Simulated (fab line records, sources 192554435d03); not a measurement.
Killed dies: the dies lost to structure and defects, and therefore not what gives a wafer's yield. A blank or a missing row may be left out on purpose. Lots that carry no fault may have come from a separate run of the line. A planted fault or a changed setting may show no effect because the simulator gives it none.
fab line records | flow n5-finfet | part 1 of 2: steps 1 to 29 of 41
record: lots: 5 | wafers: 15 | last-day: 16
route steps=1938 shown STI_FIN_REVEAL@194 DUMMY_GATE@212
lots that met no fault: taken from a fault-free run of the same line
start-h: hours from the record's first day to the start of the lot's first wafer shown | wait-h: hours since the lot's step before | " the same as in the row above | L1.1+2: one row covering several wafers at once | - no value, or no start was given | * or withheld: withheld | < > ~ a bound
route shown NAME@n: a module of which the file shows steps, and the number in the route of the first | usual: mean/standard deviation taken from wafers without a fault | same: alike in all rows | chamber/n: place in a boat | sites: each site's reading | _std_site: standard deviation of those values | _edge_site: the outer-site mean with the inner-site mean subtracted | radius-mm: for every site, how far away it sits from the centre of the wafer | mask NAME#n: copy n | behind: the most recent tool/chamber to have shaped the wafer | hold: why the lot went on hold/how many hours it stayed there/how the hold came to an end | device: names the non-switching transistor (n, p or np) | end of line: at the end of the route, the tests of the same wafers | step lacking rows: just its recipe | killed: at the first sort, the dies lost to defects and structure; wafer yield is something else | map: dies across one wafer; x = killed, . = not, _ = none there
set.NAME: the run value of the setting; set.NAME@STEP: its run value at that earlier step | model.NAME: the simulator's own value behind a step, which no gauge read
a table for each step, a row for each wafer; lots at some steps of the route
services: from which hour (start-h, from the record's first day; less than 0 if before it) a tool's chamber was out of use, for how many hours, and why
== steps ==
step: N5_STI_FIN_REVEAL_PRECLEAN_29
recipe: chemistry: DHF | time-s: 30 | temp-c: 25 | dilution: 300:1
lot.wafer  | tool         | chamber | start-h | wait-h
L077.1+3+6 | wet-bench-02 | 6,2,5   | 54.67   | 0.0
L081.1+2+4 | wet-bench-04 | 3,2,4   | 77.03   | 0.0
L088.1+3+6 | wet-bench-03 | 5,6,7   | 119.64  | 0.0
L089.1+2+3 | wet-bench-04 | 3,2,4   | 124.22  | 0.0
L090.2+4+6 | wet-bench-03 | 3,0,2   | 130.16  | 0.0
step: N5_STI_FIN_REVEAL_SRD_12
recipe: time-s: 30 | temp-c: 23 | rinse-liquid: diw | dry: ipa-marangoni
lot.wafer  | tool         | chamber | start-h | wait-h
L077.1+3+6 | wet-bench-02 | 6,2,5   | 54.68   | 0.0
L081.1+2+4 | wet-bench-04 | 3,2,4   | 77.04   | 0.0
L088.1+3+6 | wet-bench-03 | 5,6,7   | 119.65  | 0.0
L089.1+2+3 | wet-bench-04 | 3,2,4   | 124.23  | 0.0
L090.2+4+6 | wet-bench-03 | 3,0,2   | 130.17  | 0.0
step: N5_STI_FIN_REVEAL_RECESS_09
recipe: chemistry: HF/NH3 | target: SiO2 | afs-cycles: 11 | target-depth-a: 425 | temp-c: 30 | sublimation-temp-c: 180 | sublimation-time-s: 60
usual: drypump-motor-current-A: 6.23/0.23
lot.wafer | tool          | chamber | start-h | wait-h | drypump-motor-current-A
L077.1    | vapor-etch-02 | 0       | 54.72   | 0.0    | 5.93
L077.3    | "             | 1       | "       | "      | 6.33
L077.6    | "             | 0       | "       | "      | 5.92
L081.1    | vapor-etch-02 | 1       | 77.08   | 0.0    | 6.27
L081.2    | "             | 0       | "       | "      | 5.87
L081.4    | "             | 1       | "       | "      | 6.27
L088.1    | vapor-etch-02 | 0       | 119.69  | 0.0    | 5.89
L088.3    | "             | 1       | "       | "      | 6.27
L088.6    | "             | 0       | "       | "      | 5.92
L089.1    | vapor-etch-01 | 0       | 124.27  | 0.0    | 6.19
L089.2    | "             | 1       | "       | "      | 6.51
L089.3    | "             | 0       | "       | "      | 6.20
L090.2    | vapor-etch-02 | 1       | 130.21  | 0.0    | 6.30
L090.4    | "             | 1       | "       | "      | 6.29
L090.6    | "             | 0       | "       | "      | 5.89
step: N5_STI_FIN_REVEAL_STRIP_16
recipe: chemistry: H3PO4 | material: SiNx | temp-c: 165 | target-depth-a: 238 | overetch-fraction: 0.4964 | dry: ipa-marangoni
lot.wafer  | tool         | chamber | start-h | wait-h
L077.1+3+6 | wet-bench-03 | 5,3,2   | 56.34   | 1.1
L081.1+2+4 | wet-bench-04 | 4,5,7   | 78.70   | 1.1
L088.1+3+6 | wet-bench-03 | 3,5,6   | 121.31  | 1.1
L089.1+2+3 | wet-bench-03 | 0,1,6   | 125.89  | 1.1
L090.2+4+6 | wet-bench-03 | 4,5,2   | 131.83  | 1.1
step: N5_STI_FIN_REVEAL_PRECLEAN_17
recipe: chemistry: NF3:NH3 | afs-cycles: 1 | temp-c: 30 | time-s: 20 | sublimation-temp-c: 180 | sublimation-time-s: 60 | pressure-torr: 3 | rf-power-w: 30
lot.wafer  | tool             | chamber | start-h | wait-h
L077.1+3+6 | remote-plasma-01 | 0       | 56.61   | 0.0
L081.1+2+4 | remote-plasma-01 | 1       | 78.97   | 0.0
L088.1+3+6 | remote-plasma-01 | 1       | 121.58  | 0.0
L089.1+2+3 | remote-plasma-02 | 1       | 126.16  | 0.0
L090.2+4+6 | remote-plasma-01 | 0       | 132.13  | 0.1
step: N5_STI_FIN_REVEAL_ETCH_34
recipe: chemistry: H2 | mode: isotropic | material: Si | target: Si | target-depth-a: 9.7 | temp-c: 20 | pressure-mtorr: 4.5 | icp-w: 300 | bias-w: 0 | h2-flow-sccm: 7.5 | he-flow-sccm: 142.5
usual: drypump-motor-current-A: 5.6/0.5 | h2-flow-sccm: 7.501/0.021 | he-backside-leak-sccm: 2.73/0.24 | oes-product-au: 1.007/0.021 | throttle-valve-pct: 25.6/0.56
lot.wafer | tool      | chamber | start-h | wait-h | drypump-motor-current-A | h2-flow-sccm | he-backside-leak-sccm | oes-product-au | rf-hours-counter-h | throttle-valve-pct
L077.1    | rie-si-01 | 1       | 56.81   | 0.2    | 5.8                     | 7.513        | 2.62                  | 1.051          | 148                | 25.3
L077.3    | "         | 2       | "       | "      | 5.3                     | 7.499        | 3.02                  | 1.022          | 37                 | 26.7
L077.6    | "         | 2       | "       | "      | 5.3                     | 7.513        | 2.95                  | 1.017          | -                  | 26.7
L081.1    | rie-si-04 | 3       | 79.18   | 0.2    | 5.3                     | 7.471        | 2.91                  | 0.995          | 180                | 24.4
L081.2    | "         | 1       | "       | "      | 5.2                     | 7.498        | 2.48                  | 1.003          | 9                  | 25.5
L081.4    | "         | 1       | "       | "      | 5.1                     | 7.534        | 2.44                  | 1.007          | -                  | 25.5
L088.1    | rie-si-01 | 0       | 121.79  | 0.2    | 6.3                     | 7.502        | 2.78                  | 1.012          | 34                 | 25.5
L088.3    | "         | 2       | "       | "      | 5.3                     | 7.496        | 2.99                  | 1.010          | 38                 | 26.7
L088.6    | "         | 3       | "       | "      | 4.8                     | 7.488        | 2.92                  | 0.987          | -                  | 25.5
L089.1    | rie-si-01 | 0       | 126.37  | 0.2    | 6.3                     | 7.503        | 2.65                  | 1.001          | 35                 | 25.5
L089.2    | "         | 1       | "       | "      | 5.8                     | 7.497        | 2.73                  | 1.042          | 150                | 25.3
L089.3    | "         | 2       | "       | "      | 5.3                     | 7.534        | 2.85                  | 0.999          | 38                 | 26.7
L090.2    | rie-si-01 | 3       | 132.31  | 0.1    | 4.8                     | 7.495        | 2.95                  | 0.973          | 91                 | 25.6
L090.4    | "         | 1       | "       | "      | 5.8                     | 7.519        | 2.80                  | 1.045          | 150                | 25.3
L090.6    | "         | 3       | "       | "      | 4.8                     | 7.474        | 3.03                  | 0.974          | -                  | 25.5
step: N5_STI_FIN_REVEAL_OXIDATION_31
recipe: chemistry: O2_PLASMA_REMOTE | temp-c: 150 | time-s: 20 | pressure-mtorr: 1000 | source-power-w: 2000 | o2-flow-sccm: 3000
usual: drypump-motor-current-A: 5.59/0.24 | heater-power-w: 143/8.3 | temp-c-max: 150.7/0.31
lot.wafer | tool            | chamber | start-h | wait-h | drypump-motor-current-A | heater-power-w | rf-hours-counter-h | temp-c-max
L077.1    | plasma-asher-01 | 1       | 56.88   | 0.0    | 5.85                    | 136            | 90                 | 150.5
L077.3    | "               | 0       | "       | "      | 5.34                    | 155            | -                  | 150.7
L077.6    | "               | 0       | "       | "      | 5.35                    | 150            | -                  | 150.8
L081.1    | plasma-asher-01 | 1       | 79.24   | 0.0    | 5.88                    | 135            | 95                 | 150.7
L081.2    | "               | 0       | "       | "      | 5.36                    | 159            | 95                 | 150.5
L081.4    | "               | 0       | "       | "      | 5.35                    | 150            | -                  | 150.7
L088.1    | plasma-asher-01 | 1       | 121.85  | 0.0    | 5.89                    | 134            | 104                | 150.4
L088.3    | "               | 0       | "       | "      | 5.35                    | 155            | -                  | 150.5
L088.6    | "               | 0       | "       | "      | 5.35                    | 153            | -                  | 150.7
L089.1    | plasma-asher-01 | 1       | 126.43  | 0.0    | 5.89                    | 133            | 105                | 150.3
L089.2    | "               | 0       | "       | "      | 5.39                    | 153            | 105                | 150.5
L089.3    | "               | 1       | "       | "      | 5.87                    | 136            | -                  | 150.4
L090.2    | plasma-asher-01 | 0       | 132.37  | 0.0    | 5.38                    | 156            | 106                | 150.4
L090.4    | "               | 0       | "       | "      | 5.37                    | 149            | -                  | 150.8
L090.6    | "               | 1       | "       | "      | 5.88                    | 133            | -                  | 150.1
step: N5_STI_FIN_REVEAL_PRECLEAN_32
recipe: chemistry: NF3:NH3 | afs-cycles: 1 | temp-c: 30 | time-s: 20 | sublimation-temp-c: 180 | sublimation-time-s: 60 | pressure-torr: 3 | rf-power-w: 30
lot.wafer  | tool             | chamber | start-h | wait-h
L077.1+3+6 | remote-plasma-02 | 1       | 56.96   | 0.1
L081.1+2+4 | remote-plasma-02 | 1       | 79.32   | 0.1
L088.1+3+6 | remote-plasma-02 | 0       | 121.94  | 0.1
L089.1+2+3 | remote-plasma-02 | 0       | 126.51  | 0.1
L090.2+4+6 | remote-plasma-02 | 1       | 132.48  | 0.1
step: N5_STI_FIN_REVEAL_STRIP_35
recipe: chemistry: H3PO4 | material: Si3N4 | temp-c: 165 | target-depth-a: 40 | time-s: 39
lot.wafer  | tool         | chamber | start-h | wait-h
L077.1+3+6 | wet-bench-04 | 1,4,2   | 57.17   | 0.2
L081.1+2+4 | wet-bench-04 | 7,1,2   | 79.53   | 0.2
L088.1+3+6 | wet-bench-04 | 5,7,4   | 122.15  | 0.2
L089.1+2+3 | wet-bench-04 | 6,4,7   | 126.72  | 0.2
L090.2+4+6 | wet-bench-02 | 7,6,1   | 132.66  | 0.2
step: N5_STI_FIN_REVEAL_SRD_21
recipe: dry: ipa-marangoni | time-s: 30 | temp-c: 23 | rinse-liquid: diw
lot.wafer  | tool         | chamber | start-h | wait-h
L077.1+3+6 | wet-bench-04 | 1,4,2   | 57.18   | 0.0
L081.1+2+4 | wet-bench-04 | 7,1,2   | 79.55   | 0.0
L088.1+3+6 | wet-bench-04 | 5,7,4   | 122.16  | 0.0
L089.1+2+3 | wet-bench-04 | 6,4,7   | 126.74  | 0.0
L090.2+4+6 | wet-bench-02 | 7,6,1   | 132.67  | 0.0
step: N5_STI_FIN_REVEAL_OXIDATION_33
recipe: chemistry: O2_PLASMA_REMOTE | temp-c: 150 | time-s: 20 | pressure-mtorr: 1000 | source-power-w: 2000 | o2-flow-sccm: 3000
usual: drypump-motor-current-A: 5.61/0.25 | heater-power-w: 144/8.2 | temp-c-max: 150.58/0.27
lot.wafer | tool            | chamber | start-h | wait-h | drypump-motor-current-A | heater-power-w | rf-hours-counter-h | temp-c-max
L077.1    | plasma-asher-01 | 1       | 57.23   | 0.0    | 5.86                    | 136            | 91                 | 150.11
L077.3    | "               | 0       | "       | "      | 5.37                    | 147            | -                  | 150.54
L077.6    | "               | 0       | "       | "      | 5.37                    | 149            | -                  | 150.43
L081.1    | plasma-asher-01 | 1       | 79.59   | 0.0    | 5.88                    | 134            | 95                 | 150.23
L081.2    | "               | 0       | "       | "      | 5.36                    | 151            | 95                 | 150.37
L081.4    | "               | 0       | "       | "      | 5.36                    | 155            | -                  | 150.93
L088.1    | plasma-asher-02 | 0       | 122.20  | 0.0    | 5.40                    | 147            | 40                 | 151.00
L088.3    | "               | 0       | "       | "      | 5.41                    | 145            | -                  | 151.15
L088.6    | "               | 1       | "       | "      | 5.79                    | 139            | -                  | 150.73
L089.1    | plasma-asher-01 | 0       | 126.78  | 0.0    | 5.38                    | 153            | 105                | 150.99
L089.2    | "               | 1       | "       | "      | 5.84                    | 136            | 105                | 150.77
L089.3    | "               | 1       | "       | "      | 5.90                    | 137            | -                  | 150.78
L090.2    | plasma-asher-01 | 0       | 132.72  | 0.0    | 5.35                    | 152            | 106                | 150.83
L090.4    | "               | 0       | "       | "      | 5.34                    | 149            | -                  | 150.65
L090.6    | "               | 0       | "       | "      | 5.33                    | 152            | -                  | 150.41
step: N5_STI_FIN_REVEAL_CLEAN_19
recipe: chemistry: O3/DIW | temp-c: 25 | time-s: 120 | o3-ppm: 10
lot.wafer  | tool         | chamber | start-h | wait-h
L077.1+3+6 | wet-bench-04 | 5,2,1   | 57.31   | 0.1
L081.1+2+4 | wet-bench-02 | 2,1,6   | 79.68   | 0.1
L088.1+3+6 | wet-bench-03 | 5,4,3   | 122.29  | 0.1
L089.1+2+3 | wet-bench-02 | 5,1,6   | 126.87  | 0.1
L090.2+4+6 | wet-bench-04 | 3,4,7   | 132.81  | 0.1
step: N5_STI_FIN_REVEAL_SRD_23
recipe: dry: ipa-marangoni | time-s: 30 | temp-c: 23 | rinse-liquid: diw
lot.wafer  | tool         | chamber | start-h | wait-h
L077.1+3+6 | wet-bench-04 | 5,2,1   | 57.35   | 0.0
L081.1+2+4 | wet-bench-02 | 2,1,6   | 79.71   | 0.0
L088.1+3+6 | wet-bench-03 | 5,4,3   | 122.33  | 0.0
L089.1+2+3 | wet-bench-02 | 5,1,6   | 126.90  | 0.0
L090.2+4+6 | wet-bench-04 | 3,4,7   | 132.84  | 0.0
step: N5_STI_FIN_REVEAL_CD_MEAS_22
recipe: target-cd-nm: 6.238 | pitch-nm: 28 | polarity: line
usual: cd-nm: 6.30/0.28
lot.wafer | tool      | chamber | start-h | wait-h | cd-nm
L077.1    | cd-sem-01 | -       | 57.39   | 0.0    | 6.32
L077.3    | "         | -       | "       | "      | 6.78
L077.6    | "         | -       | "       | "      | 6.31
L081.1    | cd-sem-03 | -       | 79.75   | 0.0    | 6.61
L081.2    | "         | -       | "       | "      | 6.29
L081.4    | "         | -       | "       | "      | 6.01
L088.1    | cd-sem-02 | -       | 122.37  | 0.0    | 6.52
L088.3    | "         | -       | "       | "      | 5.78
L088.6    | "         | -       | "       | "      | 6.59
L089.1    | cd-sem-01 | -       | 126.95  | 0.0    | 6.56
L089.2    | "         | -       | "       | "      | 6.36
L089.3    | "         | -       | "       | "      | 6.37
L090.2    | cd-sem-03 | -       | 132.89  | 0.0    | 6.23
L090.4    | "         | -       | "       | "      | 6.26
L090.6    | "         | -       | "       | "      | 5.70
step: N5_STI_FIN_REVEAL_FIN_H_MEAS_10
usual: trench-depth-nm: 52.0/0.7
lot.wafer | tool   | chamber | start-h | wait-h | trench-depth-nm
L077.1    | ocd-01 | -       | 57.42   | 0.0    | 51.5
L077.3    | "      | -       | "       | "      | 51.3
L077.6    | "      | -       | "       | "      | 51.2
L081.1    | ocd-02 | -       | 79.78   | 0.0    | 52.3
L081.2    | "      | -       | "       | "      | 52.6
L081.4    | "      | -       | "       | "      | 52.0
L088.1    | ocd-01 | -       | 122.40  | 0.0    | 53.7
L088.3    | "      | -       | "       | "      | 52.5
L088.6    | "      | -       | "       | "      | 52.4
L089.1    | ocd-01 | -       | 126.98  | 0.0    | 52.3
L089.2    | "      | -       | "       | "      | 51.8
L089.3    | "      | -       | "       | "      | 52.6
L090.2    | ocd-02 | -       | 132.92  | 0.0    | 51.0
L090.4    | "      | -       | "       | "      | 52.4
L090.6    | "      | -       | "       | "      | 51.7
step: N5_STI_FIN_REVEAL_PRECLEAN_18
recipe: chemistry: SC2 | time-s: 45 | temp-c: 35 | mix: 1:1:50
lot.wafer  | tool         | chamber | start-h | wait-h
L077.1+3+6 | wet-bench-02 | 4,1,0   | 57.45   | 0.0
L081.1+2+4 | wet-bench-03 | 6,1,4   | 79.82   | 0.0
L088.1+3+6 | wet-bench-04 | 3,1,2   | 122.43  | 0.0
L089.1+2+3 | wet-bench-04 | 4,5,3   | 127.01  | 0.0
L090.2+4+6 | wet-bench-03 | 2,6,4   | 132.95  | 0.0
step: N5_STI_FIN_REVEAL_SRD_28
recipe: dry: ipa-marangoni | time-s: 30 | temp-c: 23 | rinse-liquid: diw
lot.wafer  | tool         | chamber | start-h | wait-h
L077.1+3+6 | wet-bench-02 | 4,1,0   | 57.47   | 0.0
L081.1+2+4 | wet-bench-03 | 6,1,4   | 79.83   | 0.0
L088.1+3+6 | wet-bench-04 | 3,1,2   | 122.45  | 0.0
L089.1+2+3 | wet-bench-04 | 4,5,3   | 127.03  | 0.0
L090.2+4+6 | wet-bench-03 | 2,6,4   | 132.97  | 0.0
step: N5_STI_FIN_REVEAL_INSPECT_13
recipe: inspect-instrument: darkfield | mode: post-clean
usual: raw-defect-count: 12/7.4
lot.wafer | tool              | chamber | start-h | wait-h | raw-defect-count
L077.1    | defect-inspect-01 | -       | 57.51   | 0.0    | 10
L077.3    | "                 | -       | "       | "      | 7
L077.6    | "                 | -       | "       | "      | 6
L081.1    | defect-inspect-02 | -       | 79.87   | 0.0    | 3
L081.2    | "                 | -       | "       | "      | 8
L081.4    | "                 | -       | "       | "      | 11
L088.1    | defect-inspect-02 | -       | 122.49  | 0.0    | 16
L088.3    | "                 | -       | "       | "      | 19
L088.6    | "                 | -       | "       | "      | 27
L089.1    | defect-inspect-02 | -       | 127.07  | 0.0    | 9
L089.2    | "                 | -       | "       | "      | 20
L089.3    | "                 | -       | "       | "      | 11
L090.2    | defect-inspect-02 | -       | 133.01  | 0.0    | 12
L090.4    | "                 | -       | "       | "      | 2
L090.6    | "                 | -       | "       | "      | 8
step: N5_DUMMY_GATE_PRECLEAN_00
recipe: chemistry: O3/DIW | time-s: 60 | temp-c: 22 | o3-ppm: 10
lot.wafer  | tool         | chamber | start-h | wait-h
L077.1+3+6 | wet-bench-05 | 7,0,3   | 57.54   | 0.0
L081.1+2+4 | wet-bench-01 | 4,6,5   | 79.90   | 0.0
L088.1+3+6 | wet-bench-05 | 4,0,7   | 122.51  | 0.0
L089.1+2+3 | wet-bench-05 | 5,6,1   | 127.10  | 0.0
L090.2+4+6 | wet-bench-05 | 6,3,2   | 133.03  | 0.0
step: N5_DUMMY_GATE_SRD_01
recipe: time-s: 30 | temp-c: 23 | rinse-liquid: diw | dry: ipa-marangoni
lot.wafer  | tool         | chamber | start-h | wait-h
L077.1+3+6 | wet-bench-05 | 7,0,3   | 57.56   | 0.0
L081.1+2+4 | wet-bench-01 | 4,6,5   | 79.92   | 0.0
L088.1+3+6 | wet-bench-05 | 4,0,7   | 122.53  | 0.0
L089.1+2+3 | wet-bench-05 | 5,6,1   | 127.12  | 0.0
L090.2+4+6 | wet-bench-05 | 6,3,2   | 133.05  | 0.0
step: N5_DUMMY_GATE_ALD_02
recipe: material: SiO2 | target-thk-a: 20 | temp-c: 300 | ald-precursor-family: BDEAS | ald-co-reactant: O2-plasma | pulse-time-s: 1 | pressure-torr: 2
usual: chamber-pressure-Torr: 2.000/0.0044 | heater-power-w: 488/39 | precursor-pulse-height-rel: 1.000/0.02
lot.wafer | tool       | chamber | start-h | wait-h | chamber-pressure-Torr | heater-power-w | precursor-pulse-height-rel
L077.1    | ald-sin-03 | 1       | 57.70   | 0.1    | 1.999                 | 449            | 1.010
L077.3    | "          | 3       | "       | "      | 1.998                 | 519            | 0.975
L077.6    | "          | 1       | "       | "      | 1.998                 | 441            | 0.986
L081.1    | ald-sin-01 | 1       | 80.22   | 0.3    | 1.994                 | 468            | 0.995
L081.2    | "          | 0       | "       | "      | 2.004                 | 514            | 1.009
L081.4    | "          | 2       | "       | "      | 1.995                 | 514            | 1.013
L088.1    | ald-sin-03 | 1       | 122.63  | 0.1    | 1.998                 | 445            | 1.044
L088.3    | "          | 0       | "       | "      | 2.001                 | 532            | 0.985
L088.6    | "          | 0       | "       | "      | 1.999                 | 540            | 1.003
L089.1    | ald-sin-02 | 1       | 127.16  | 0.0    | 1.997                 | 452            | 0.985
L089.2    | "          | 2       | "       | "      | 1.999                 | 461            | 1.001
L089.3    | "          | 0       | "       | "      | 2.000                 | 436            | 1.029
L090.2    | ald-sin-01 | 2       | 133.10  | 0.0    | 1.994                 | 496            | 0.979
L090.4    | "          | 0       | "       | "      | 2.002                 | 496            | 1.014
L090.6    | "          | 3       | "       | "      | 1.997                 | 538            | 0.999
step: N5_DUMMY_GATE_CVD_03
recipe: material: a-Si | target-thk-a: 1500 | temp-c: 530 | precursor: SiH4 | time-s: 8042
usual: spike-tc-bottom-C: 553/3 | zone-power-lower-pct: 6.7/0.92
lot.wafer | tool     | chamber | start-h | wait-h | spike-tc-bottom-C | zone-power-lower-pct
L077.1    | lpcvd-02 | 0/40    | 58.54   | 0.8    | 557               | 6.2
L077.3    | "        | 0/50    | "       | "      | 557               | 6.2
L077.6    | "        | 0/64    | "       | "      | 557               | 6.2
L081.1    | lpcvd-02 | 1/40    | 80.33   | 0.1    | 549               | 8.0
L081.2    | "        | 1/45    | "       | "      | 549               | 8.0
L081.4    | "        | 1/54    | "       | "      | 549               | 8.0
L088.1    | lpcvd-02 | 1/65    | 122.74  | 0.1    | 549               | 8.0
L088.3    | "        | 1/75    | "       | "      | 549               | 8.0
L088.6    | "        | 1/89    | "       | "      | 549               | 8.0
L089.1    | lpcvd-02 | 0/90    | 127.27  | 0.1    | 556               | 6.2
L089.2    | "        | 0/95    | "       | "      | 556               | 6.2
L089.3    | "        | 0/100   | "       | "      | 556               | 6.2
L090.2    | lpcvd-02 | 1/95    | 133.21  | 0.1    | 549               | 8.0
L090.4    | "        | 1/104   | "       | "      | 549               | 8.0
L090.6    | "        | 1/114   | "       | "      | 549               | 8.0
step: N5_DUMMY_GATE_PRECLEAN_46
recipe: chemistry: DIW | time-s: 89.5 | temp-c: 23
lot.wafer  | tool         | chamber | start-h | wait-h
L077.1+3+6 | wet-bench-01 | 5,3,2   | 62.23   | 0.0
L081.1+2+4 | wet-bench-05 | 6,4,5   | 84.02   | 0.0
L088.1+3+6 | wet-bench-01 | 6,0,4   | 126.42  | 0.0
L089.1+2+3 | wet-bench-06 | 2,1,0   | 130.94  | 0.0
L090.2+4+6 | wet-bench-06 | 4,5,0   | 138.71  | 0.0
step: N5_DUMMY_GATE_SRD_47
recipe: dry-time-s: 32 | dry: n2-spin | spin-rpm: 1500
lot.wafer  | tool         | chamber | start-h | wait-h
L077.1+3+6 | wet-bench-01 | 5,3,2   | 62.26   | 0.0
L081.1+2+4 | wet-bench-05 | 6,4,5   | 84.05   | 0.0
L088.1+3+6 | wet-bench-01 | 6,0,4   | 126.44  | 0.0
L089.1+2+3 | wet-bench-06 | 2,1,0   | 131.00  | 0.0
L090.2+4+6 | wet-bench-06 | 4,5,0   | 138.73  | 0.0
step: N5_DUMMY_GATE_CMP_04
recipe: material: a-Si | post-cmp-clean: alkaline-brush
usual: motor-current-A: 9.6/1.1 | time-to-endpoint-s: 13.7/2.4
lot.wafer | tool   | chamber | start-h | wait-h | motor-current-A | time-to-endpoint-s
L077.1    | cmp-03 | 0       | 62.29   | 0.0    | 10.7            | 15.4
L077.3    | "      | 1       | "       | "      | 8.7             | 12.6
L077.6    | "      | 0       | "       | "      | 11.2            | 18.3
L081.2    | cmp-02 | 2       | 84.08   | 0.0    | 9.4             | 11.6
L081.4    | "      | 3       | "       | "      | 8.8             | 10.3
L081.1    | "      | 1       | "       | "      | 8.6             | 14.4
L088.3    | cmp-02 | 2       | 126.47  | 0.0    | 9.3             | 10.0
L088.1    | "      | 1       | "       | "      | 8.5             | 15.6
L088.6    | "      | 3       | "       | "      | 8.5             | 14.1
L089.1    | cmp-01 | 2       | 131.07  | 0.1    | 11.6            | 17.4
L089.2    | "      | 3       | "       | "      | 10.7            | 12.9
L089.3    | "      | 0       | "       | "      | 8.9             | 13.5
L090.4    | cmp-03 | 0       | 138.77  | 0.0    | 11.6            | 19.5
L090.2    | "      | 2       | "       | "      | 8.8             | 18.8
L090.6    | "      | 1       | "       | "      | 8.6             | 15.4
step: N5_DUMMY_GATE_THK_MEAS_05
usual: thk-nm: 72.3/0.98
lot.wafer | tool          | chamber | start-h | wait-h | thk-nm
L077.1    | film-metro-01 | -       | 62.53   | 0.2    | 72.8
L077.3    | "             | -       | "       | "      | 72.8
L077.6    | "             | -       | "       | "      | 73.4
L081.1    | film-metro-02 | -       | 84.32   | 0.1    | 71.6
L081.2    | "             | -       | "       | "      | 70.2
L081.4    | "             | -       | "       | "      | 70.7
L088.1    | film-metro-01 | -       | 126.72  | 0.1    | 74.1
L088.3    | "             | -       | "       | "      | 72.3
L088.6    | "             | -       | "       | "      | 73.0
L089.1    | film-metro-02 | -       | 131.28  | 0.2    | 73.5
L089.2    | "             | -       | "       | "      | 72.5
L089.3    | "             | -       | "       | "      | 72.8
L090.2    | film-metro-01 | -       | 139.01  | 0.1    | 72.5
L090.4    | "             | -       | "       | "      | 73.2
L090.6    | "             | -       | "       | "      | 71.6
step: N5_DUMMY_GATE_HM_DEP_06
recipe: material: SiNx | target-thk-a: 800 | precursor: DCS/NH3 | temp-c: 700 | pressure-mtorr: 300 | time-s: 5141
usual: spike-tc-bottom-C: 720.4/2.2 | zone-power-lower-pct: 10.6/1.4
lot.wafer | tool     | chamber | start-h | wait-h | spike-tc-bottom-C | zone-power-lower-pct
L077.1    | lpcvd-01 | 1/40    | 62.56   | 0.0    | 721.8             | 10.4
L077.3    | "        | 1/50    | "       | "      | 721.8             | 10.4
L077.6    | "        | 1/64    | "       | "      | 721.8             | 10.4
L081.1    | lpcvd-01 | 0/90    | 84.35   | 0.0    | 720.1             | 9.2
L081.2    | "        | 0/95    | "       | "      | 720.1             | 9.2
L081.4    | "        | 0/104   | "       | "      | 720.1             | 9.2
L088.1    | lpcvd-01 | 0/90    | 126.74  | 0.0    | 720.5             | 9.3
L088.3    | "        | 0/100   | "       | "      | 720.5             | 9.3
L088.6    | "        | 0/114   | "       | "      | 720.5             | 9.3
L089.1    | lpcvd-01 | 1/15    | 131.31  | 0.0    | 721.9             | 10.5
L089.2    | "        | 1/20    | "       | "      | 721.9             | 10.5
L089.3    | "        | 1/25    | "       | "      | 721.9             | 10.5
L090.2    | lpcvd-02 | 0/95    | 139.03  | 0.0    | 724.9             | 9.9
L090.4    | "        | 0/104   | "       | "      | 724.9             | 9.9
L090.6    | "        | 0/114   | "       | "      | 724.9             | 9.9
step: N5_DUMMY_GATE_PECVD_30
recipe: material: SiO2 | target-thk-a: 550 | temp-c: 400 | precursor: TEOS/O2 | pressure-torr: 6.5 | rf-w: withheld | teos-flow-sccm: withheld | gas: O2 | flow-sccm: 2650 | time-s: 10.8
usual: chamber-pressure-Torr: 6.500/0.014
lot.wafer | tool     | chamber | start-h | wait-h | chamber-pressure-Torr
L077.1    | pecvd-04 | 2       | 66.50   | 0.0    | 6.503
L077.3    | "        | 0       | "       | "      | 6.508
L077.6    | "        | 1       | "       | "      | 6.499
L081.1    | pecvd-04 | 1       | 88.30   | 0.0    | 6.511
L081.2    | "        | 2       | "       | "      | 6.516
L081.4    | "        | 0       | "       | "      | 6.471
L088.1    | pecvd-03 | 2       | 130.69  | 0.0    | 6.508
L088.3    | "        | 1       | "       | "      | 6.503
L088.6    | "        | 2       | "       | "      | 6.501
L089.1    | pecvd-03 | 0       | 135.25  | 0.0    | 6.518
L089.2    | "        | 1       | "       | "      | 6.502
L089.3    | "        | 2       | "       | "      | 6.489
L090.2    | pecvd-04 | 2       | 144.93  | 0.0    | 6.494
L090.4    | "        | 0       | "       | "      | 6.496
L090.6    | "        | 1       | "       | "      | 6.481
step: N5_DUMMY_GATE_COAT_34
recipe: resist: SOC | temp-c: 250 | time-s: 60 | spin-rpm: 1500 | resist-thk-nm: 60
lot.wafer  | tool           | chamber | start-h | wait-h
L077.1+3+6 | litho-track-05 | 0       | 66.55   | 0.0
L081.1+2+4 | litho-track-02 | 0       | 88.36   | 0.0
L088.1+3+6 | litho-track-02 | 0       | 130.74  | 0.0
L089.1+2+3 | litho-track-05 | 0       | 135.31  | 0.0
L090.2+4+6 | litho-track-01 | 0       | 144.99  | 0.0
